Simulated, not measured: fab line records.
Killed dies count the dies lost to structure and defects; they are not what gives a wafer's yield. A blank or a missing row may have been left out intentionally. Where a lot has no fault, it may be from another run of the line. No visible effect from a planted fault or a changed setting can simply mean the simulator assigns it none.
Chamber matching + flow n5 finfet + rie diel-03 running N5_BEOL_M2_ETCH_70: 4 sister chambers
The step etches SOC in N2/H2, target depth 80 nm, overetch 24 nm, time 130 s. 4 wafers are shown with their chamber, then 12 later ones without.

## WAFERS WITH THEIR CHAMBER
| wafer  | chamber | showerhead plenum p Torr (Torr) |
|--------|---------|---------------------------------|
| L086.2 | 1       | 2.41                            |
| L089.2 | 2       | 2.44                            |
| L089.4 | 3       | 2.51                            |
| L089.5 | 0       | 2.69                            |

## WAFERS WITHOUT THEIR CHAMBER
| wafer  | showerhead plenum p Torr (Torr) |
|--------|---------------------------------|
| L090.1 | 2.41                            |
| L090.4 | 2.51                            |
| L090.5 | 2.69                            |
| L094.2 | 2.51                            |
| L094.4 | 2.68                            |
| L094.5 | 2.40                            |
| L095.2 | 2.44                            |
| L095.3 | 2.68                            |
| L095.4 | 2.51                            |
| L096.2 | 2.40                            |
| L096.3 | 2.68                            |
| L096.6 | 2.68                            |

## CHAMBER TAKEN BY EACH
| wafer  | from the rows above | in truth |
|--------|---------------------|----------|
| L090.1 | 1                   | 1        |
| L090.4 | 3                   | 3        |
| L090.5 | 0                   | 0        |
| L094.2 | 3                   | 3        |
| L094.4 | 0                   | 0        |
| L094.5 | 1                   | 1        |
| L095.2 | 2                   | 2        |
| L095.3 | 0                   | 0        |
| L095.4 | 3                   | 3        |
| L096.2 | 1                   | 1        |
| L096.3 | 0                   | 0        |
| L096.6 | 0                   | 0        |
Placed correctly: 12 of 12. From these rows, 0 cannot be placed. Number placed wrongly: 0.
How it was worked out, from the rows above alone: a wafer's distance from a chamber is the root of the sum, over the readings, of the square of ((its reading less the chamber's mean) divided by the reading's scatter). If the next closest chamber is less than 2 further off than the closest, the wafer can't be placed; otherwise it belongs to the closest. A chamber's mean is the mean of its shown wafers. The scatter: with one shown wafer a chamber, the root of the mean of the squares of how far each hidden wafer lies from its nearest shown one.
